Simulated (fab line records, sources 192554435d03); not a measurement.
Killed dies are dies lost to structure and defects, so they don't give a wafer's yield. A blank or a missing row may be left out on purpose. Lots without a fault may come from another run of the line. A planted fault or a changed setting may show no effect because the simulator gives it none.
fab line records | flow n5_finfet
record lots=4 wafers=12 last_day=16
route steps=1938 shown BEOL_M4@1099 BEOL_M5@1112 BEOL_M7@1324 PASSIVATION@1936
lots that met no fault: from a run of the same line without faults
start_h: hours from the record's first day to the start of the lot's first wafer shown | wait_h: hours since the lot's step before | " the same as in the row above | L1.1+2: a row that stands for several wafers | - no value, or no start given | * or withheld: withheld | < > ~ a bound
route shown NAME@n: a module of which the file shows steps, and the number in the route of the first | usual: mean/standard deviation of fault-free wafers | same: alike in all rows | chamber/n: place in a boat | sites: the reading at each site | _std_site: their standard deviation | _edge_site: outer sites' mean less inner sites' | radius_mm: how far each site lies from the wafer's centre | mask NAME#n: copy n | behind: the tool/chamber that last shaped the wafer | hold: why the lot was held/for how many hours/how that ended | device: the transistor (n, p or np) that didn't switch | end of line: the same wafers' tests at the end of the route | a step without rows: its recipe alone | killed: dies lost to structure and defects at the first sort, not the wafer's yield | map: a wafer's dies, x killed, . not, _ none there
set.NAME: the setting as run; set.NAME@STEP: as run at that earlier step | model.NAME: the simulator's own value behind a step, which no gauge read
lots at some steps of the route; a table a step, a row a wafer
services: from which hour (start_h, from the record's first day; less than 0 if before it) a tool's chamber was out of use, for how many hours, and why
## steps
# step N5_BEOL_M4_ANNEAL_95
# recipe temp_c=400 time_s=240 ambient=vacuum
# step N5_BEOL_M4_SPUTTER_96
# recipe material=Cu target_thk_a=45 temp_c=-20 chamber_pressure_pa=0.07 power_w=withheld time_s=8.29
# step N5_BEOL_M4_ECD_50
# recipe material=Cu target_thk_a=3000
# step N5_BEOL_M4_ANNEAL_51
# recipe temp_c=225 time_s=90 ambient=N2
# step N5_BEOL_M4_CMP_52
# recipe stop_on=SiOC t_overpolish_s=6.8 down_force_psi=1 platen_rpm=50 clearing_platen_down_force_psi=1.5 clearing_platen_rpm=50 post_cmp_clean=cu_alkaline target_thk_nm=40 clearing_platen_pad_velocity_m_s=0.99484 pad_velocity_m_s=0.99484
# step N5_BEOL_M4_PRE_CLEAN_60
# recipe gas=NH3/H2 time_s=15 temp_c=* rf_power_w=300
# step N5_BEOL_M4_CO_CAP_55
# recipe material=Co target_thk_a=20 temp_c=200 precursor=CCTBA/H2 pressure_torr=30 time_s=102.1
# step N5_BEOL_M4_PRE_CLEAN_56
# recipe gas=NH3 time_s=15 temp_c=withheld rf_power_w=300
# step N5_BEOL_M4_DEP_57
# recipe material=SiCN target_thk_a=80 temp_c=withheld precursor=3MS/NH3 pressure_torr=3 rf_w=202 time_s=14
# step N5_BEOL_M4_RC_MEAS_101
# usual DIBL_N=36.1/1.5 DIBL_P=36.1/1.9 IOFF_N=0.159/0.029 IOFF_P=0.21/0.038 ION_N=675/11 ION_P=464/8.1 SS_N=71.5/0.57 SS_P=73.3/0.64 VT_N=249/3.1 VT_P=-250/3.8
# columns lot.wafer tool chamber start_h wait_h DIBL_N[mV/V] DIBL_P[mV/V] IOFF_N[nA/um] IOFF_P[nA/um] ION_N[uA/um] ION_P[uA/um] SS_N[mV/dec] SS_P[mV/dec] VT_N[mV] VT_P[mV]
L105.1 prober-01 0 174.19 0.0 35.8 35.8 0.143 0.20 676 465 71.2 73.3 251 -251
L105.5 " 0 " " 37.5 36.9 0.170 0.21 684 459 71.5 73.2 248 -253
L105.6 " 0 " " 38.0 36.7 0.179 0.21 668 460 72.0 73.5 248 -250
L111.1 prober-01 0 201.14 0.0 33.2 32.1 0.116 0.15 665 456 70.8 72.6 253 -255
L111.4 " 0 " " 35.0 34.2 0.127 0.17 653 446 70.1 72.8 252 -253
L111.6 " 0 " " 33.6 32.7 0.116 0.15 658 450 70.3 72.0 256 -255
L112.2 prober-02 0 219.24 0.2 35.0 34.7 0.118 0.18 663 461 71.4 72.0 255 -255
L112.3 " 0 " " 35.2 35.0 0.128 0.19 659 454 71.9 72.3 252 -250
L112.5 " 0 " " 34.5 34.3 0.118 0.18 666 462 71.0 72.7 254 -254
L122.2 prober-01 0 274.21 0.2 34.7 36.8 0.152 0.21 679 465 71.5 73.2 249 -249
L122.4 " 0 " " 37.4 40.7 0.218 0.29 696 479 72.7 74.3 245 -247
L122.5 " 0 " " 35.5 37.2 0.162 0.22 684 468 71.3 72.6 248 -247
# step N5_BEOL_M5_ILD_DEP_00
# recipe material=SiCOH_lowk target_thk_a=1406.4 temp_c=300 precursor=DEMS/porogen pressure_torr=5 rf_w=500 time_s=25.9
# step N5_BEOL_M5_CURE_79
# recipe temp_c=385 time_s=240 ambient=He/Ar material=SiCOH_lowk
# step N5_BEOL_M5_PECVD_70
# recipe material=SiO2 target_thk_a=160 temp_c=400 precursor=TEOS/O2 pressure_torr=5.5 rf_w=450 teos_flow_sccm=53.8 gas=O2 flow_sccm=3000 time_s=18
# step N5_BEOL_M5_HM_DEP_02
# recipe material=TiN target_thk_a=200 temp_c=25 chamber_pressure_pa=0.49996
# step N5_BEOL_M5_COAT_59
# recipe resist=SOC temp_c=250 time_s=60 spin_rpm=1500 resist_thk_nm=60
# step N5_BEOL_M5_COAT_60
# recipe resist=SiARC temp_c=220 time_s=60 spin_rpm=1500 resist_thk_nm=12
# step N5_BEOL_M5_COAT_71
# recipe resist=underlayer temp_c=205 time_s=60 spin_rpm=1500 resist_thk_nm=5
# step N5_BEOL_M5_COAT_05
# recipe resist=CAR-EUV spin_rpm=1500 resist_thk_nm=30
# step N5_BEOL_M5_EBR_07
# recipe solvent=PGMEA ebr_width_mm=1.5
# step N5_BEOL_M5_SOFTBAKE_06
# recipe temp_c=110 time_s=60 resist=CAR-EUV
# step N5_BEOL_M5_EXPOSE_08
# recipe mask_id=M5 na=0.33 source_shape=annular sigma_inner=0.4 sigma_outer=0.8 polarization=unpolarized target_cd_nm=28 dose_mj=35.75
# step N5_BEOL_M5_PEB_09
# recipe peb_temp_c=100 peb_time_s=60 resist=CAR-EUV
# step N5_BEOL_M5_DEVELOP_10
# recipe develop_time_s=30 developer=TMAH resist=CAR-EUV rinse_liquid=surfactant_rinse dry=air_spin dev_temp_c=23
# step N5_BEOL_M5_DESCUM_16
# recipe chemistry=O2 time_s=7 source_power_w=50 bias_power_w=20 pressure_mtorr=20 rf_frequency_hz=2.712e+07 temp_c=40 resist=CAR-EUV o2_flow_sccm=225
# step N5_BEOL_M5_ETCH_72
# recipe chemistry=N2/H2 target=underlayer target_depth_a=65 mask_material=CAR-EUV time_s=5.2 ion_energy_ev=200 pressure_mtorr=30 source_w=840 bias_w=150 n2_flow_sccm=200 h2_flow_sccm=200 ends=cleared
# step N5_BEOL_M5_ETCH_61
# recipe chemistry=CF4 target=SiARC target_depth_a=156 mask_material=CAR-EUV time_s=26 ion_energy_ev=80 pressure_mtorr=40 source_w=545 bias_w=36 Ar_flow_sccm=100 cf4_flow_sccm=100 ends=cleared
# step N5_BEOL_M5_ETCH_62
# recipe chemistry=N2/H2 target=SOC target_depth_a=750 overetch_a=150 mask_material=SiARC temp_c=40 time_s=112.5 ion_energy_ev=200 pressure_mtorr=30 source_w=840 bias_w=150 n2_flow_sccm=200 h2_flow_sccm=200
# step N5_BEOL_M5_STRIP_63
# recipe chemistry=N2/H2 temp_c=40 n2_flow_sccm=200 h2_flow_sccm=200 rf_frequency_hz=6e+07
# step N5_BEOL_M5_STRIP_73
# recipe chemistry=N2/H2 temp_c=40 n2_flow_sccm=200 h2_flow_sccm=200 rf_frequency_hz=6e+07
# step N5_BEOL_M5_STRIP_64
# recipe chemistry=CF4 resist=SiARC power_w=300 bias_power_w=75 pressure_mtorr=50 cf4_flow_sccm=150 rf_frequency_hz=6e+07
# step N5_BEOL_M5_HM_OPEN_17
# recipe chemistry=Cl2/BCl3 target_depth_a=200 overetch_a=60 target=TiN mask_material=SOC ion_energy_ev=150 pressure_mtorr=10 icp_w=1000 bias_w=126 Cl2_flow_sccm=53.25 bcl3_flow_sccm=21.75 Ar_flow_sccm=25
# step N5_BEOL_M5_STRIP_19
# recipe chemistry=O2 power_w=400 temp_c=40 pressure_mtorr=30 rf_frequency_hz=6e+07 bias_power_w=0 overash_fraction=0.2 o2_flow_sccm=225
# step N5_BEOL_M5_COAT_65
# recipe resist=SOC temp_c=250 time_s=60 spin_rpm=1500 resist_thk_nm=60
# step N5_BEOL_M5_COAT_66
# recipe resist=SiARC temp_c=220 time_s=60 spin_rpm=1500 resist_thk_nm=12
# step N5_BEOL_M7_ECD_50
# recipe material=Cu target_thk_a=3000
# columns lot.wafer tool chamber start_h wait_h
L105.1+5+6 ecd_cu-01 0,1,0 199.51 0.1
L111.1+4+6 ecd_cu-01 1,0,0 230.83 0.1
L112.2+3+5 ecd_cu-01 0 245.07 0.1
L122.2+4+5 ecd_cu-02 1 302.58 0.1
# step N5_BEOL_M7_CMP_52
# recipe stop_on=SiCOH_lowk t_overpolish_s=6.9 down_force_psi=1 platen_rpm=50 clearing_platen_down_force_psi=1.5 clearing_platen_rpm=50 post_cmp_clean=cu_alkaline target_thk_nm=80 clearing_platen_pad_velocity_m_s=0.99484 pad_velocity_m_s=0.99484
# usual motor_current_A=6.0/0.79 platen_rpm=50.00/0.036 time_to_endpoint_s=62/3.5
# columns lot.wafer tool chamber start_h wait_h motor_current_A platen_rpm time_to_endpoint_s
L105.1 cmp-04 2 199.94 0.3 6.3 50.03 62
L105.5 " 1 " " 6.1 49.98 64
L105.6 " 2 " " 6.3 50.03 64
L111.1 cmp-02 2 231.22 0.3 6.7 50.06 0
L111.4 " 0 " " 6.0 50.00 3
L111.6 " 3 " " 5.3 49.96 2
L112.2 cmp-04 0 245.50 0.2 5.9 49.98 3
L112.3 " 2 " " 6.1 50.02 4
L112.5 " 3 " " 5.4 49.99 4
L122.2 cmp-01 3 303.84 0.2 5.2 49.97 59
L122.4 " 2 " " 8.1 50.03 56
L122.5 " 3 " " 5.3 50.02 60
# step N5_PASSIVATION_PROBE_49
# usual defect_limited_yield=91.5/1.6 killed_at_M0_to_M3=33/10 killed_at_M4_up=13/5.6 killed_at_contacts=13/6 killed_at_front_end=39/12 killed_at_other=3.0/2.8 killed_dies=101/19 killed_on_rim=13/4 killed_open=65/13 killed_short=32/8.3 sort_bin_5_function=5.0/1 sort_bin_6_memory=3.1/0.69 sort_n_pass=1079/19 sort_yield_pct=91.5/1.6
# same gross_dies=1180 killed_at_back_side=0 sort_bin_4_leakage[%]=0 sort_bin_8_speed[%]=0
# columns lot.wafer tool chamber start_h wait_h defect_limited_yield[%] killed_at_M0_to_M3 killed_at_M4_up killed_at_contacts killed_at_front_end killed_at_other killed_dies killed_on_rim killed_open killed_short sort_bin_5_function[%] sort_bin_6_memory[%] sort_n_pass sort_yield_pct[%]
L105.1 prober-01 - 273.69 0.4 91.5 22 13 11 53 1 100 7 76 22 4.8 3.2 1080 91.5
L105.5 prober-01 - 273.89 0.6 89.4 53 27 3 42 0 125 17 76 43 6.3 3.9 1055 89.4
L105.6 prober-01 - 273.94 0.6 89.2 50 22 8 47 1 128 16 79 47 6.6 3.9 1052 89.2
L111.1 prober-02 - 311.94 0.0 0 24 1092 10 49 5 1180 152 68 32 96.9 2.9 0 0
L111.4 prober-02 - 312.09 0.2 0 27 1090 10 46 7 1180 152 69 41 95.8 3.9 0 0
L111.6 prober-02 - 312.19 0.3 0 32 1089 6 49 4 1180 152 62 39 96.3 3.1 0 0
L112.2 prober-02 - 315.76 0.1 0 23 1087 25 41 4 1180 152 75 26 96.5 3.2 0 0
L112.3 prober-02 - 315.81 0.1 0 37 1090 23 30 0 1180 152 68 29 96.1 3.6 0 0
L112.5 prober-02 - 315.91 0.2 0 29 1079 12 56 4 1180 152 69 36 96.7 3.2 0 0
# killed by level:class
L105.1 STI_FIN_REVEAL:geometric_particle:open=31 MOL_CONTACT_COAG:geometric_particle:open=11 DUMMY_GATE:geometric_particle:open=9 BEOL_M1:geometric_particle:open=5 BEOL_M4:geometric_particle:open=5 BEOL_M0_SAQP:geometric_particle:open=4 FIN_SAQP:geometric_particle:short=3 STI_FIN_REVEAL:geometric_particle:short=3
L105.5 DUMMY_GATE:geometric_particle:open=16 BEOL_M4:geometric_particle:short=11 BEOL_M0_SAQP:geometric_particle:open=10 BEOL_M2:geometric_particle:open=10 BEOL_M0_SAQP:geometric_particle:short=9 BEOL_M2:geometric_particle:short=7 BEOL_M3:geometric_particle:open=6 STI_FIN_REVEAL:geometric_particle:open=5
L105.6 BEOL_M4:geometric_particle:open=15 STI_FIN_REVEAL:geometric_particle:open=14 FIN_SAQP:geometric_particle:short=10 FIN_SAQP:geometric_particle:open=8 BEOL_M0_SAQP:geometric_particle:open=8 BEOL_M3:geometric_particle:short=8 MOL_CONTACT_COAG:geometric_particle:open=7 BEOL_M0_SAQP:geometric_particle:short=7
L111.1 BEOL_M7:area_ecd=1078 STI_FIN_REVEAL:geometric_particle:open=13 FIN_SAQP:geometric_particle:short=10 MOL_CONTACT_COAG:geometric_particle:open=10 BEOL_M0_SAQP:geometric_particle:open=7 BEOL_M2:geometric_particle:open=6 STI_FIN_REVEAL:geometric_particle:short=5 BEOL_M4:geometric_particle:open=5
L111.4 BEOL_M7:area_ecd=1069 STI_FIN_REVEAL:geometric_particle:open=16 FIN_SAQP:geometric_particle:short=10 MOL_CONTACT_COAG:geometric_particle:open=8 BEOL_M0_SAQP:geometric_particle:short=7 BEOL_M0_SAQP:geometric_particle:open=6 BEOL_M8:geometric_particle:open=6 BEOL_M4:geometric_particle:open=5
L111.6 BEOL_M7:area_ecd=1075 STI_FIN_REVEAL:geometric_particle:open=13 FIN_SAQP:geometric_particle:short=9 BEOL_M0_SAQP:geometric_particle:short=9 FIN_SAQP:geometric_particle:open=6 BEOL_M0:geometric_particle:open=6 BEOL_M2:geometric_particle:open=6 BEOL_M4:geometric_particle:open=6
L112.2 BEOL_M7:area_ecd=1079 MOL_CONTACT_COAG:geometric_particle:open=20 STI_FIN_REVEAL:geometric_particle:open=9 FIN_SAQP:geometric_particle:open=8 BEOL_M1:geometric_particle:open=6 BEOL_M3:geometric_particle:open=6 MOL_CONTACT_COAG:geometric_particle:short=5 STARTING-WAFER:geometric_particle:short=5
L112.3 BEOL_M7:area_ecd=1083 MOL_CONTACT_COAG:geometric_particle:open=20 STI_FIN_REVEAL:geometric_particle:open=11 BEOL_M1:geometric_particle:open=9 BEOL_M0_SAQP:geometric_particle:short=8 BEOL_M0_SAQP:geometric_particle:open=6 BEOL_M3:geometric_particle:open=5 STARTING-WAFER:geometric_particle:open=5
L112.5 BEOL_M7:area_ecd=1074 STI_FIN_REVEAL:geometric_particle:open=20 BEOL_M0_SAQP:geometric_particle:open=14 FIN_SAQP:geometric_particle:open=9 STI_FIN_REVEAL:geometric_particle:short=9 MOL_CONTACT_COAG:geometric_particle:open=8 ILD0:geometric_particle:short=6 BEOL_M3:geometric_particle:open=5
# map L111.1 (x killed, . not)
_________________xxxxxxxxxxxx________________
______________xxxxxxxxxxxxxxxxxx_____________
___________xxxxxxxxxxxxxxxxxxxxxxxx__________
__________xxxxxxxxxxxxxxxxxxxxxxxxxx_________
________xxxxxxxxxxxxxxxxxxxxxxxxxxxxxx_______
_______xxxxxxxxxxxxxxxxxxxxxxxxxxxxxxxx______
______xxxxxxxxxxxxxxxxxxxxxxxxxxxxxxxxxx_____
_____xxxxxxxxxxxxxxxxxxxxxxxxxxxxxxxxxxxx____
____xxxxxxxxxxxxxxxxxxxxxxxxxxxxxxxxxxxxxx___
___xxxxxxxxxxxxxxxxxxxxxxxxxxxxxxxxxxxxxxxx__
___xxxxxxxxxxxxxxxxxxxxxxxxxxxxxxxxxxxxxxxx__
__xxxxxxxxxxxxxxxxxxxxxxxxxxxxxxxxxxxxxxxxxx_
__xxxxxxxxxxxxxxxxxxxxxxxxxxxxxxxxxxxxxxxxxx_
_xxxxxxxxxxxxxxxxxxxxxxxxxxxxxxxxxxxxxxxxxxxx
_xxxxxxxxxxxxxxxxxxxxxxxxxxxxxxxxxxxxxxxxxxxx
_xxxxxxxxxxxxxxxxxxxxxxxxxxxxxxxxxxxxxxxxxxxx
_xxxxxxxxxxxxxxxxxxxxxxxxxxxxxxxxxxxxxxxxxxxx
_xxxxxxxxxxxxxxxxxxxxxxxxxxxxxxxxxxxxxxxxxxxx
_xxxxxxxxxxxxxxxxxxxxxxxxxxxxxxxxxxxxxxxxxxxx
_xxxxxxxxxxxxxxxxxxxxxxxxxxxxxxxxxxxxxxxxxxxx
_xxxxxxxxxxxxxxxxxxxxxxxxxxxxxxxxxxxxxxxxxxxx
__xxxxxxxxxxxxxxxxxxxxxxxxxxxxxxxxxxxxxxxxxx_
__xxxxxxxxxxxxxxxxxxxxxxxxxxxxxxxxxxxxxxxxxx_
___xxxxxxxxxxxxxxxxxxxxxxxxxxxxxxxxxxxxxxxx__
___xxxxxxxxxxxxxxxxxxxxxxxxxxxxxxxxxxxxxxxx__
____xxxxxxxxxxxxxxxxxxxxxxxxxxxxxxxxxxxxxx___
_____xxxxxxxxxxxxxxxxxxxxxxxxxxxxxxxxxxxx____
______xxxxxxxxxxxxxxxxxxxxxxxxxxxxxxxxxx_____
_______xxxxxxxxxxxxxxxxxxxxxxxxxxxxxxxx______
________xxxxxxxxxxxxxxxxxxxxxxxxxxxxxx_______
__________xxxxxxxxxxxxxxxxxxxxxxxxxx_________
___________xxxxxxxxxxxxxxxxxxxxxxxx__________
______________xxxxxxxxxxxxxxxxxx_____________
_________________xxxxxxxxxxxx________________
# map L112.2 (x killed, . not)
_________________xxxxxxxxxxxx________________
______________xxxxxxxxxxxxxxxxxx_____________
___________xxxxxxxxxxxxxxxxxxxxxxxx__________
__________xxxxxxxxxxxxxxxxxxxxxxxxxx_________
________xxxxxxxxxxxxxxxxxxxxxxxxxxxxxx_______
_______xxxxxxxxxxxxxxxxxxxxxxxxxxxxxxxx______
______xxxxxxxxxxxxxxxxxxxxxxxxxxxxxxxxxx_____
_____xxxxxxxxxxxxxxxxxxxxxxxxxxxxxxxxxxxx____
____xxxxxxxxxxxxxxxxxxxxxxxxxxxxxxxxxxxxxx___
___xxxxxxxxxxxxxxxxxxxxxxxxxxxxxxxxxxxxxxxx__
___xxxxxxxxxxxxxxxxxxxxxxxxxxxxxxxxxxxxxxxx__
__xxxxxxxxxxxxxxxxxxxxxxxxxxxxxxxxxxxxxxxxxx_
__xxxxxxxxxxxxxxxxxxxxxxxxxxxxxxxxxxxxxxxxxx_
_xxxxxxxxxxxxxxxxxxxxxxxxxxxxxxxxxxxxxxxxxxxx
_xxxxxxxxxxxxxxxxxxxxxxxxxxxxxxxxxxxxxxxxxxxx
_xxxxxxxxxxxxxxxxxxxxxxxxxxxxxxxxxxxxxxxxxxxx
_xxxxxxxxxxxxxxxxxxxxxxxxxxxxxxxxxxxxxxxxxxxx
_xxxxxxxxxxxxxxxxxxxxxxxxxxxxxxxxxxxxxxxxxxxx
_xxxxxxxxxxxxxxxxxxxxxxxxxxxxxxxxxxxxxxxxxxxx
_xxxxxxxxxxxxxxxxxxxxxxxxxxxxxxxxxxxxxxxxxxxx
_xxxxxxxxxxxxxxxxxxxxxxxxxxxxxxxxxxxxxxxxxxxx
__xxxxxxxxxxxxxxxxxxxxxxxxxxxxxxxxxxxxxxxxxx_
__xxxxxxxxxxxxxxxxxxxxxxxxxxxxxxxxxxxxxxxxxx_
___xxxxxxxxxxxxxxxxxxxxxxxxxxxxxxxxxxxxxxxx__
___xxxxxxxxxxxxxxxxxxxxxxxxxxxxxxxxxxxxxxxx__
____xxxxxxxxxxxxxxxxxxxxxxxxxxxxxxxxxxxxxx___
_____xxxxxxxxxxxxxxxxxxxxxxxxxxxxxxxxxxxx____
______xxxxxxxxxxxxxxxxxxxxxxxxxxxxxxxxxx_____
_______xxxxxxxxxxxxxxxxxxxxxxxxxxxxxxxx______
________xxxxxxxxxxxxxxxxxxxxxxxxxxxxxx_______
__________xxxxxxxxxxxxxxxxxxxxxxxxxx_________
___________xxxxxxxxxxxxxxxxxxxxxxxx__________
______________xxxxxxxxxxxxxxxxxx_____________
_________________xxxxxxxxxxxx________________
## services
# columns tool chamber start_h hours kind
cmp-01 - 179.65 4.0 pm
cmp-04 - 182.35 0.4 repair
cmp-01 - 183.65 - consumable_replace:conditioner
cmp-01 - 183.65 - consumable_replace:pad
cmp-04 - 189.92 0.3 repair
cmp-02 - 196.25 2.8 repair
cmp-01 - 202.18 2.4 repair
cmp-04 - 203.12 2.8 repair
cmp-01 - 230.19 4.0 pm
cmp-04 - 245.69 4.0 pm
cmp-04 - 249.69 - consumable_replace:conditioner
cmp-04 - 249.69 - consumable_replace:pad
cmp-02 - 258.45 4.3 repair
cmp-02 - 267.14 0.2 repair
ecd_cu-01 - 285.38 0.4 repair
ecd_cu-01 - 286.87 0.9 repair
ecd_cu-01 - 294.30 0.4 repair
cmp-04 - 299.37 0.3 repair
cmp-02 - 300.52 4.0 pm
## key
first_sign step=N5_BEOL_M7_CMP_52 reading=time_to_endpoint_s direction=down sigmas=17 usual=* struck=*
effect step=N5_PASSIVATION_PROBE_49 reading=killed_at_M4_up direction=up sigmas=99+ usual=13 struck=1088
more_kills_born_at N5_BEOL_M7_ECD_50@ecd_cu-01=6458
met_at N5_BEOL_M7_ECD_50
struck_wafers L111.1,L111.4,L111.6,L112.2,L112.3,L112.5
later_rows_left_out L111.1,L111.4,L111.6,L112.2,L112.3,L112.5
onset_between 199.51 230.83
fault kind=skipped_step_whole tool=ecd_cu-01 chamber=- onset_h=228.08 steps=N5_BEOL_M7_ECD_50 scope=struck_lots_only
# later_rows_left_out: the simulator's readings of these wafers behind a module that went badly wrong aren't trusted and aren't shown, but for the sort
